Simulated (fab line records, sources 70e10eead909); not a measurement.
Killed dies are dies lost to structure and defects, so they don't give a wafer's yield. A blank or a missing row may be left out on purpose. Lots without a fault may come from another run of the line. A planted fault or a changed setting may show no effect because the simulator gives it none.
fab line records | flow nand_harc
record lots=6 wafers=18 last_day=24
route steps=1159 shown P_ZERO_WELL@68 P_STI@69 END@1159
lots that met no fault: from a run of the same line without faults
start_h: hours from the record's first day to the start of the lot's first wafer shown | wait_h: hours since the lot's step before | " the same as in the row above | L1.1+2: a row that stands for several wafers | - no value, or no start given | * or withheld: withheld | < > ~ a bound
route shown NAME@n: a module of which the file shows steps, and the number in the route of the first | usual: mean/standard deviation of fault-free wafers | same: alike in all rows | chamber/n: place in a boat | sites: the reading at each site | _std_site: their standard deviation | _edge_site: outer sites' mean less inner sites' | radius_mm: how far each site lies from the wafer's centre | mask NAME#n: copy n | behind: the tool/chamber that last shaped the wafer | hold: why the lot was held/for how many hours/how that ended | device: the transistor (n, p or np) that didn't switch | end of line: the same wafers' tests at the end of the route | a step without rows: its recipe alone | killed: dies lost to structure and defects at the first sort, not the wafer's yield | map: a wafer's dies, x killed, . not, _ none there
set.NAME: the setting as run; set.NAME@STEP: as run at that earlier step | model.NAME: the simulator's own value behind a step, which no gauge read
lots at some steps of the route; a table a step, a row a wafer
services: from which hour (start_h, from the record's first day; less than 0 if before it) a tool's chamber was out of use, for how many hours, and why
## steps
# step NHARC_P_ZERO_WELL_INSPECT_43
# usual raw_defect_count=13/5.7
# columns lot.wafer tool chamber start_h wait_h raw_defect_count
L700.1 defect_inspect-02 - 43.59 0.6 5
L700.3 " - " " 11
L700.5 " - " " 18
L702.1 defect_inspect-02 - 55.95 0.6 24
L702.2 " - " " 20
L702.5 " - " " 18
L706.2 defect_inspect-02 - 79.43 0.5 16
L706.3 " - " " 20
L706.6 " - " " 13
L707.1 defect_inspect-02 - 85.42 0.6 18
L707.3 " - " " 9
L707.5 " - " " 11
L712.3 defect_inspect-02 - 115.49 0.4 9
L712.4 " - " " 16
L712.6 " - " " 10
L717.1 defect_inspect-01 - 145.52 0.6 5
L717.2 " - " " 14
L717.5 " - " " 14
# step NHARC_P_STI_ETCH_26
# recipe target_depth_a=110 chemistry=dHF material=SiO2
# step NHARC_P_STI_PRECLEAN_27
# recipe time_s=* temp_c=50 bath_age_min=0 chemistry=SC1
# step NHARC_P_STI_SRD_28
# step NHARC_P_STI_OXIDE_29
# recipe target_thk_a=100 temp_c=900 ox_time_s=1362 material=SiO2
# step NHARC_P_STI_HM_DEP_30
# recipe target_thk_a=800 temp_c=790 pressure_mtorr=300 time_s=873 material=Si3N4
# step NHARC_P_STI_DEHYDRATE_01
# recipe temp_c=150 time_s=120
# step NHARC_P_STI_HMDS_02
# recipe time_s=30
# step NHARC_P_STI_COAT_41
# recipe temp_c=200 time_s=65
# step NHARC_P_STI_COAT_03
# recipe spin_rpm=2000 resist_thk_nm=600
# step NHARC_P_STI_SOFTBAKE_04
# recipe temp_c=125 time_s=70
# step NHARC_P_STI_EBR_05
# step NHARC_P_STI_EXPOSE_06
# recipe na=0.55 target_cd_nm=200 dose_mj=37.69 mask_id=P_STI
# usual exposure_dose_mJ_cm2=37.66/0.039
# columns lot.wafer tool chamber start_h wait_h mask exposure_dose_mJ_cm2
L700.1 krf_scanner-04 0 60.15 - P_STI#0 37.70
L700.3 " 0 " " P_STI#0 37.71
L700.5 " 0 " " P_STI#0 37.73
L702.1 krf_scanner-03 0 71.46 - P_STI#0 37.63
L702.2 " 0 " " P_STI#0 37.66
L702.5 " 0 " " P_STI#0 37.63
L706.2 krf_scanner-03 0 95.79 - P_STI#0 47.27
L706.3 " 0 " " P_STI#0 47.29
L706.6 " 0 " " P_STI#0 47.29
L707.1 krf_scanner-01 0 100.56 - P_STI#0 37.66
L707.3 " 0 " " P_STI#0 37.65
L707.5 " 0 " " P_STI#0 37.62
L712.3 krf_scanner-03 0 128.36 - P_STI#0 45.36
L712.4 " 0 " " P_STI#0 45.35
L712.6 " 0 " " P_STI#0 45.43
L717.1 krf_scanner-04 0 157.19 - P_STI#0 37.66
L717.2 " 0 " " P_STI#0 37.63
L717.5 " 0 " " P_STI#0 37.59
# step NHARC_P_STI_PEB_07
# recipe peb_temp_c=128 peb_time_s=80
# step NHARC_P_STI_DEVELOP_08
# recipe time_s=50 dev_temp_c=22
# step NHARC_P_STI_CD_MEAS_09
# recipe target_cd_nm=200 landing_energy_ev=500
# usual cd_nm=201.0/1.8
# columns lot.wafer tool chamber start_h wait_h hold cd_nm
L700.1 cd_sem-03 0 60.30 - - 202.2
L700.3 " 0 " " - 202.6
L700.5 " 0 " " - 204.5
L702.1 cd_sem-02 0 71.61 - - 203.7
L702.2 " 0 " " - 201.4
L702.5 " 0 " " - 202.4
L706.2 cd_sem-01 0 95.94 - await_dispo/0.2h/release 253.7
L706.3 " 0 " " await_dispo/0.2h/release 252.0
L706.6 " 0 " " await_dispo/0.2h/release 252.7
L706.2 cd_sem-01 0 - - - 253.7
L706.3 " 0 " " - 251.6
L706.6 " 0 " " - 252.7
L707.1 cd_sem-01 0 100.72 - - 202.5
L707.3 " 0 " " - 203.5
L707.5 " 0 " " - 200.8
L712.3 cd_sem-02 0 128.50 - await_dispo/0.2h/release 240.8
L712.4 " 0 " " await_dispo/0.2h/release 242.6
L712.6 " 0 " " await_dispo/0.2h/release 239.1
L712.3 cd_sem-02 0 - - - 240.8
L712.4 " 0 " " - 242.7
L712.6 " 0 " " - 239.0
L717.1 cd_sem-03 0 157.34 - - 201.6
L717.2 " 0 " " - 201.0
L717.5 " 0 " " - 203.2
# step NHARC_P_STI_OVL_MEAS_10
# usual overlay_x_nm=0/5.3 overlay_y_nm=1/3.8
# columns lot.wafer tool chamber start_h wait_h hold overlay_x_nm overlay_y_nm
L700.1 overlay-02 - 60.39 - - 8 3
L700.3 " - " " - 8 3
L700.5 " - " " - 8 3
L702.1 overlay-02 - 71.70 - - -10 4
L702.2 " - " " - -9 4
L702.5 " - " " - -9 3
L706.2 overlay-01 - 99.23 - await_dispo/3.0h/release -7 0
L706.3 " - " " await_dispo/3.0h/release -7 -1
L706.6 " - " " await_dispo/3.0h/release -7 -1
L707.1 overlay-01 - 100.80 - - -3 -5
L707.3 " - " " - -3 -5
L707.5 " - " " - -3 -6
L712.3 overlay-02 - 131.73 - await_dispo/3.0h/release 1 -1
L712.4 " - " " await_dispo/3.0h/release 1 -1
L712.6 " - " " await_dispo/3.0h/release 0 -1
L717.1 overlay-01 - 157.43 - - 1 -5
L717.2 " - " " - 0 -4
L717.5 " - " " - 1 -5
# step NHARC_P_STI_INSPECT_11
# usual raw_defect_count=5.5/2.7
# columns lot.wafer tool chamber start_h wait_h raw_defect_count
L700.1 defect_inspect-01 - 60.43 0.0 6
L700.3 " - " " 7
L700.5 " - " " 6
L702.1 defect_inspect-01 - 71.74 0.0 6
L702.2 " - " " 9
L702.5 " - " " 4
L706.2 defect_inspect-02 - 99.27 0.0 6
L706.3 " - " " 6
L706.6 " - " " 6
L707.1 defect_inspect-01 - 100.84 0.0 4
L707.3 " - " " 5
L707.5 " - " " 7
L712.3 defect_inspect-02 - 131.77 0.0 4
L712.4 " - " " 7
L712.6 " - " " 3
L717.1 defect_inspect-01 - 157.47 0.0 4
L717.2 " - " " 6
L717.5 " - " " 10
# step NHARC_P_STI_HARDBAKE_13
# recipe temp_c=118 time_s=65
# step NHARC_P_STI_DESCUM_14
# recipe time_s=3 o2_flow_sccm=200 ar_flow_sccm=0 bias_power_w=0 chemistry=O2
# usual drypump_motor_current_A=5.7/0.43 oes_product_au=0.996/0.012 rf_vpp_V=57.7/0.9 showerhead_plenum_p_Torr=1.90/0.08 throttle_valve_pct=11.311/0.0099
# columns lot.wafer tool chamber start_h wait_h drypump_motor_current_A oes_product_au rf_hours_counter_h rf_vpp_V showerhead_plenum_p_Torr throttle_valve_pct model.P_STI.cd_nm
L700.1 rie_diel-04 0 60.58 - 6.3 1.007 4.4 58.6 1.83 11.326 202.1
L700.3 " 2 " " 5.5 0.997 4.5 58.8 1.78 11.306 202.5
L700.5 " 2 " " 5.5 0.998 - 57.8 1.78 11.311 204.3
L702.1 rie_diel-08 3 71.88 - 6.4 0.982 7.8 57.7 1.94 11.309 203.8
L702.2 " 0 " " 5.8 1.004 7.5 57.6 2.01 11.298 201
L702.5 " 2 " " 6.2 1.011 - 58.2 1.80 11.312 202.5
L706.3 rie_diel-04 3 99.40 - 5.9 0.990 5.4 58.5 1.86 11.313 252.7
L706.2 " 0 " " 6.3 1.003 6.1 58.0 1.83 11.305 253.6
L706.6 " 0 " " 6.3 1.003 - 57.3 1.83 11.316 252.6
L707.1 rie_diel-08 1 100.98 - 5.4 0.997 8.7 56.0 1.84 11.315 202.1
L707.3 " 3 " " 6.4 0.988 9.7 58.0 1.94 11.305 203.4
L707.5 " 1 " " 5.4 0.997 - 58.1 1.84 11.321 200.4
L712.4 rie_diel-13 3 131.90 - 5.1 1.005 0.6 57.1 1.93 11.311 242.4
L712.3 " 1 " " 5.2 0.963 0.5 57.8 1.86 11.304 241.2
L712.6 " 3 " " 5.1 1.006 - 58.5 1.93 11.325 239
L717.2 rie_diel-13 1 157.61 - 5.2 0.976 1.3 57.8 1.86 11.317 201.4
L717.1 " 2 " " 5.3 0.999 1.2 57.9 2.05 11.311 201.9
L717.5 " 0 " " 5.9 0.986 - 57.2 1.98 11.308 203.4
# step NHARC_P_STI_ETCH_42
# recipe target_depth_a=800 overetch_a=240 time_s=61 ion_energy_ev=200 n2_flow_sccm=150 h2_flow_sccm=150 ar_flow_sccm=0 rf_w=400 bias_w=150 chemistry=N2/H2
# usual drypump_motor_current_A=5.6/0.41 oes_product_au=0.994/0.013 rf_vpp_V=430.1/2.6 showerhead_plenum_p_Torr=2.03/0.09 throttle_valve_pct=14.172/0.0091
# columns lot.wafer tool chamber start_h wait_h drypump_motor_current_A oes_product_au rf_hours_counter_h rf_vpp_V showerhead_plenum_p_Torr throttle_valve_pct
L700.1 rie_diel-04 2 60.69 0.1 5.4 0.990 4.5 426.2 1.90 14.184
L700.3 " 0 " " 6.3 1.003 4.4 427.1 1.95 14.149
L700.5 " 1 " " 5.6 0.994 - 429.6 2.03 14.172
L702.2 rie_diel-08 0 71.96 0.1 5.8 1.009 7.6 435.6 2.15 14.167
L702.1 " 3 " " 6.4 0.994 7.8 430.8 2.07 14.181
L702.5 " 1 " " 5.3 1.006 - 427.3 1.95 14.159
L706.2 rie_diel-04 3 99.49 0.1 6.0 0.991 5.4 429.8 1.98 14.165
L706.3 " 1 " " 5.5 0.985 4.8 430.9 2.03 14.162
L706.6 " 2 " " 5.5 0.999 - 425.0 1.90 14.157
L707.1 rie_diel-08 1 101.07 0.1 5.3 0.995 8.7 428.2 1.95 14.172
L707.3 " 3 " " 6.4 0.989 9.7 431.1 2.07 14.170
L707.5 " 0 " " 5.8 0.998 - 434.6 2.15 14.172
L712.4 rie_diel-13 2 132.51 0.6 5.3 0.991 0.6 434.5 2.19 14.171
L712.3 " 3 " " 5.1 1.011 0.6 430.4 2.06 14.163
L712.6 " 0 " " 5.8 0.982 - 433.3 2.11 14.165
L717.2 rie_diel-13 2 157.69 0.1 5.3 0.997 1.3 434.3 2.19 14.154
L717.1 " 0 " " 5.9 0.975 1.4 431.8 2.11 14.180
L717.5 " 2 " " 5.3 0.994 - 434.2 2.19 14.174
# step NHARC_P_STI_ETCH_31
# recipe target_depth_a=1089 time_s=54.5 cf4_flow_sccm=100 chf3_flow_sccm=30 ar_flow_sccm=0 rf_w=500 bias_w=200 chemistry=CF4/CHF3
# usual drypump_motor_current_A=5.7/0.43 oes_product_au=0.959/0.019 rf_vpp_V=370.5/2.4 showerhead_plenum_p_Torr=1.57/0.064 throttle_valve_pct=16.802/0.0098
# columns lot.wafer tool chamber start_h wait_h drypump_motor_current_A oes_product_au rf_hours_counter_h rf_vpp_V showerhead_plenum_p_Torr throttle_valve_pct
L700.3 rie_diel-04 1 - - 5.6 0.945 4.5 371.0 1.57 16.795
L700.1 " 2 " " 5.5 0.953 4.5 365.3 1.47 16.804
L700.5 " 2 " " 5.4 0.963 - 367.3 1.47 16.796
L702.2 rie_diel-08 0 - - 5.8 0.986 7.6 374.2 1.65 16.799
L702.1 " 1 " " 5.3 0.986 7.0 367.9 1.51 16.786
L702.5 " 3 " " 6.4 0.949 - 371.7 1.60 16.819
L706.2 rie_diel-04 2 - - 5.5 0.972 6.2 368.9 1.47 16.797
L706.3 " 3 " " 5.9 0.948 5.5 369.5 1.53 16.822
L706.6 " 0 " " 6.3 0.962 - 367.7 1.51 16.801
L707.3 rie_diel-08 3 - - 6.4 0.967 9.8 373.3 1.60 16.811
L707.1 " 0 " " 5.8 0.990 9.3 372.0 1.65 16.784
L707.5 " 2 " " 6.2 0.970 - 368.2 1.48 16.801
L712.4 rie_diel-13 3 - - 5.1 0.965 0.6 371.6 1.59 16.806
L712.3 " 0 " " 5.8 0.961 0.6 372.5 1.62 16.796
L712.6 " 1 " " 5.2 0.959 - 370.1 1.53 16.797
L717.1 rie_diel-13 0 - - 5.8 0.912 1.4 371.6 1.62 16.792
L717.2 " 1 " " 5.2 0.899 1.3 370.0 1.53 16.802
L717.5 " 2 " " 5.3 0.917 - 374.7 1.68 16.815
# step NHARC_P_STI_ETCH_15
# recipe target_depth_a=3000 taper_deg=4 time_s=100.1 hbr_flow_sccm=150 cl2_flow_sccm=50 rf_w=400 icp_w=400 bias_w=100 chemistry=HBr/Cl2
# usual drypump_motor_current_A=5.8/0.45 oes_product_au=1.001/0.0092 throttle_valve_pct=26.405/0.0077
# columns lot.wafer tool chamber start_h wait_h drypump_motor_current_A oes_product_au rf_hours_counter_h throttle_valve_pct model.P_STI.cd_nm
L700.1 rie_si-06 0 60.90 - 5.6 1.013 0.3 26.408 202.1
L700.3 " 2 " " 5.5 1.005 0.4 26.413 201.5
L700.5 " 1 " " 6.5 0.997 - 26.394 204
L702.2 rie_si-06 0 72.15 - 5.6 1.007 0.4 26.404 200.8
L702.1 " 2 " " 5.5 0.994 0.5 26.404 204.9
L702.5 " 0 " " 5.6 0.999 - 26.393 201.8
L706.2 rie_si-06 2 99.68 - 5.4 1.003 0.7 26.395 253.1
L706.3 " 1 " " 6.5 0.998 0.7 26.416 252.4
L706.6 " 2 " " 5.4 1.008 - 26.399 251.8
L707.1 rie_si-02 2 101.27 - 6.3 1.008 0.4 26.406 201.9
L707.3 " 3 " " 5.0 0.992 0.4 26.392 203.1
L707.5 " 2 " " 6.3 1.012 - 26.406 200.8
L712.3 rie_si-06 0 132.69 - 5.6 1.007 0.9 26.407 241.3
L712.4 " 1 " " 6.5 0.999 0.9 26.390 240.5
L712.6 " 1 " " 6.5 1.003 - 26.414 239
L717.2 rie_si-02 2 157.88 - 6.3 0.998 0.8 26.409 198.7
L717.1 " 3 " " 5.0 0.991 0.7 26.413 201.5
L717.5 " 3 " " 5.0 0.996 - 26.395 201.3
# step NHARC_P_STI_CD_MEAS_16
# usual cd_nm=200.5/2
# columns lot.wafer tool chamber start_h wait_h hold cd_nm
L700.1 cd_sem-01 - 61.07 - - 201.9
L700.3 " - " " - 201.5
L700.5 " - " " - 204.2
L702.1 cd_sem-02 - 72.31 - - 204.8
L702.2 " - " " - 201.1
L702.5 " - " " - 201.8
L706.2 cd_sem-02 - 99.84 - await_dispo/0.2h/release 253.1
L706.3 " - " " await_dispo/0.2h/release 252.4
L706.6 " - " " await_dispo/0.2h/release 251.3
L706.2 cd_sem-02 - 100.03 0.2 - 253.3
L706.3 " - " " - 252.5
L706.6 " - " " - 251.7
L707.1 cd_sem-03 - 101.41 - - 201.8
L707.3 " - " " - 203.0
L707.5 " - " " - 200.7
L712.3 cd_sem-03 - 132.86 - await_dispo/0.2h/release 241.2
L712.4 " - " " await_dispo/0.2h/release 240.8
L712.6 " - " " await_dispo/0.2h/release 239.3
L712.3 cd_sem-03 - 133.04 0.2 - 241.2
L712.4 " - " " - 240.5
L712.6 " - " " - 239.1
L717.1 cd_sem-01 - 158.04 - - 201.5
L717.2 " - " " - 198.2
L717.5 " - " " - 201.5
# step NHARC_P_STI_OCD_MEAS_17
# usual trench_depth_nm=301/4 trench_foot_cd_nm=158.9/1.9
# columns lot.wafer tool chamber start_h wait_h hold trench_depth_nm trench_foot_cd_nm
L700.1 ocd-02 - 61.15 0.1 - 305 159.6
L700.3 " - " " - 304 160.2
L700.5 " - " " - 301 162.7
L702.1 ocd-02 - 72.40 0.1 - 303 161.2
L702.2 " - " " - 305 158.6
L702.5 " - " " - 303 159.6
L707.1 ocd-02 - 101.50 0.1 - 305 159.6
L707.3 " - " " - 299 160.9
L707.5 " - " " - 306 157.8
L706.2 ocd-01 - 106.16 6.1 await_dispo/0.2h/release 304 211.4
L706.3 " - " " await_dispo/0.2h/release 296 210.4
L706.6 " - " " await_dispo/0.2h/release 302 210.1
L706.2 ocd-01 - 106.34 0.2 - 303 211.2
L706.3 " - " " - 296 210.8
L706.6 " - " " - 302 210.6
L712.3 ocd-02 - 135.53 2.5 await_dispo/0.2h/release 303 198.5
L712.4 " - " " await_dispo/0.2h/release 300 201.2
L712.6 " - " " await_dispo/0.2h/release 301 196.7
L712.3 ocd-02 - 135.71 0.2 - 303 198.3
L712.4 " - " " - 300 200.4
L712.6 " - " " - 301 197.6
L717.1 ocd-01 - 158.13 0.1 - 295 160.5
L717.2 " - " " - 302 159.0
L717.5 " - " " - 296 162.2
# step NHARC_END_SORT_01
# recipe temp_c=25
# usual killed_at_array=26/11 killed_at_other=0.6/1 killed_at_periphery=3.1/2.1 killed_dies=30/11 killed_open=3.4/1.8 killed_short=2.1/1.5
# same gross_dies=677
# columns lot.wafer tool chamber start_h wait_h killed_at_array killed_at_other killed_at_periphery killed_dies killed_open killed_short
L706.2 prober-02 0 519.92 2.8 15 0 41 56 1 3
L706.3 prober-02 0 520.72 3.1 25 1 41 67 4 6
L706.6 prober-02 0 523.09 4.0 27 1 49 77 0 3
L712.3 prober-02 0 529.05 3.1 20 0 7 27 10 1
L712.4 prober-02 0 529.85 3.4 34 0 3 37 5 2
L712.6 prober-02 0 531.45 4.0 26 0 4 30 3 1
# killed by level:class
L706.2 P_STI:area_expose=41 A_CHANNEL_HOLE_D1:chamber_film_flake=11 A_CHANNEL_FILL_D1:geometric_particle:open=1 A_CHANNEL_FILL_D1:geometric_particle:short=1 A_CONTACT:geometric_particle:short=1 A_M0:geometric_particle:short=1
L706.3 P_STI:area_expose=37 A_CHANNEL_HOLE_D1:chamber_film_flake=15 A_CONTACT:geometric_particle:open=2 A_CONTACT:chamber_film_flake=2 P_M1:geometric_particle:open=1 P_M2:geometric_particle:short=1 A_SOURCE_PLATE:geometric_particle:short=1 A_CHANNEL_FILL_D1:geometric_particle:short=1
L706.6 P_STI:area_expose=44 A_CHANNEL_HOLE_D1:chamber_film_flake=19 A_CONTACT:chamber_film_flake=6 P_ZERO_WELL:chamber_film_flake=2 P_M2:geometric_particle:short=1 A_SOURCE_PLATE:geometric_particle:short=1 A_ONON_D1:geometric_particle:short=1 P_GATE:chamber_film_flake=1
L712.3 A_CHANNEL_HOLE_D1:chamber_film_flake=10 A_CONTACT:chamber_film_flake=3 A_CONTACT:geometric_particle:open=2 A_STAIRCASE:chamber_film_flake=2 P_GATE:geometric_particle:open=1 P_CONTACT:geometric_particle:open=1 P_M0:geometric_particle:open=1 P_M1:geometric_particle:open=1
L712.4 A_CHANNEL_HOLE_D1:chamber_film_flake=19 A_CONTACT:chamber_film_flake=6 A_WL_FILL:chamber_film_flake=3 A_CONTACT:geometric_particle:open=2 A_CHANNEL_FILL_D1:chamber_film_flake=2 P_STI:geometric_particle:open=1 P_M0:geometric_particle:open=1 P_M2:geometric_particle:short=1
L712.6 A_CHANNEL_HOLE_D1:chamber_film_flake=17 A_CONTACT:chamber_film_flake=5 A_CONTACT:geometric_particle:open=2 P_GATE:chamber_film_flake=2 A_CHANNEL_FILL_D1:geometric_particle:short=1 A_SGD_CUT:geometric_particle:open=1 P_M2:chamber_film_flake=1 P_STI:area_expose=1
# map L706.6 (x killed, . not)
____________.____________
_________......._________
_______..........._______
______.............______
_____..............._____
____.................____
____.................____
___x..................___
___.....x...x......x..___
__......x..............__
__.....................__
_.......x....x.........._
_......................._
_..........x.x.........._
_...............x......._
_....x....xx............_
......xx......x..........
.....x.......x........x..
........xxx...xxxx.......
......x.....xxxx...x.....
........x.x.x............
_..x......xxxx.........._
_....x......x..........._
_.........xxxxx.x......._
_..........xxxxxx......._
_......x..xxxx.x........_
__.......xxxx..........__
__.....................__
___........xx.x.......___
___........x......x.x.___
____.................____
____..............xx.____
_____.x............._____
______....x........______
_______........x.._______
_________...x..._________
____________x____________
# map L712.4 (x killed, . not)
____________.____________
_________......._________
_______..........._______
______.............______
_____..............._____
____.................____
____..............x..____
___...................___
___....x..............___
__.........x...........__
__.....................__
_......................._
_......................._
_........x.............._
_..................x...._
_.......x..............._
................x........
.x.......................
.....x....xx.x...........
...........x............x
...........x.x...........
_........x.............._
_...........xxx........._
_....x....xx............_
_.........x.xx.........._
_.............x........._
__........x.x.x....x...__
__...x......x..........__
___...................___
___...................___
____.................____
____.................____
_____........x......_____
______.............______
_______.........x._______
_________.....xx_________
____________.____________
## services
# columns tool chamber start_h hours kind
rie_diel-04 0 41.90 - clean
rie_diel-04 1 41.90 - clean
rie_diel-04 2 41.90 - clean
rie_diel-04 3 53.44 14.2 repair
rie_diel-08 2 56.44 9.9 repair
rie_diel-04 1 61.03 31.2 repair
krf_scanner-01 - 67.12 0.4 repair
rie_diel-04 0 70.60 2.4 repair
krf_scanner-01 - 74.48 9.6 repair
krf_scanner-01 - 84.11 4.0 pm
krf_scanner-04 - 84.61 26.5 repair
rie_diel-08 0 84.89 7.4 repair
rie_diel-13 0 91.86 15.1 repair
rie_diel-13 - 96.00 0.3 repair
rie_diel-13 - 99.00 9.0 pm
rie_diel-08 0 101.31 3.7 repair
rie_diel-04 - 111.92 9.0 pm
krf_scanner-04 - 113.03 0.6 repair
rie_diel-08 - 124.81 9.0 pm
rie_diel-04 2 126.74 3.8 repair
krf_scanner-04 - 129.74 4.0 pm
rie_diel-13 - 144.04 0.3 repair
krf_scanner-03 - 146.13 9.5 repair
rie_si-02 2 149.14 3.0 repair
## key
first_sign step=NHARC_P_STI_EXPOSE_06 reading=exposure_dose_mJ_cm2 direction=up sigmas=99+ usual=37.66 struck=46.33
effect step=NHARC_P_STI_CD_MEAS_09 reading=visit direction=added through=control_loop
effect step=NHARC_P_STI_CD_MEAS_09 reading=cd_nm direction=up sigmas=25 usual=201.0 struck=246.8 through=control_loop
effect step=NHARC_P_STI_CD_MEAS_16 reading=visit direction=added through=control_loop
effect step=NHARC_P_STI_CD_MEAS_16 reading=cd_nm direction=up sigmas=23 usual=200.5 struck=246.3 through=control_loop
effect step=NHARC_P_STI_OCD_MEAS_17 reading=visit direction=added through=control_loop
effect step=NHARC_P_STI_OCD_MEAS_17 reading=trench_foot_cd_nm direction=up sigmas=24 usual=158.9 struck=204.7 through=control_loop
effect step=NHARC_END_SORT_01 reading=killed_at_periphery direction=up sigmas=10 usual=3.1 struck=24.2 wafers_moved=3
model_effect step=NHARC_P_STI_DESCUM_14 value=P_STI.cd_nm without=201.3 struck=246.9
model_effect step=NHARC_P_STI_ETCH_15 value=P_STI.cd_nm without=200.8 struck=246.3
more_kills_born_at NHARC_P_STI_EXPOSE_06@krf_scanner-03=124
met_at NHARC_P_STI_EXPOSE_06
struck_wafers L706.2,L706.3,L706.6,L712.3,L712.4,L712.6
tester_left_out L706,L712
loop_trim step=NHARC_P_STI_EXPOSE_06 setting=dose lots=L712
onset_between 71.46 95.79
fault kind=process_parameter_drift tool=krf_scanner-03 chamber=- onset_h=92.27 steps=NHARC_P_STI_EXPOSE_06 channel=dose_mj offset=9.6222 shape=step acts_in=these_recipes_only stated=37.69
# tester_left_out: of these lots the tester's yield and bins aren't shown, on N5 and GAA mostly nor the transistor test; their killed dies are dies lost to structure and defects alone, not to doping, threshold or leakage, so they don't give the yield
# loop_trim: a control loop set the setting to another value than it would have without faults
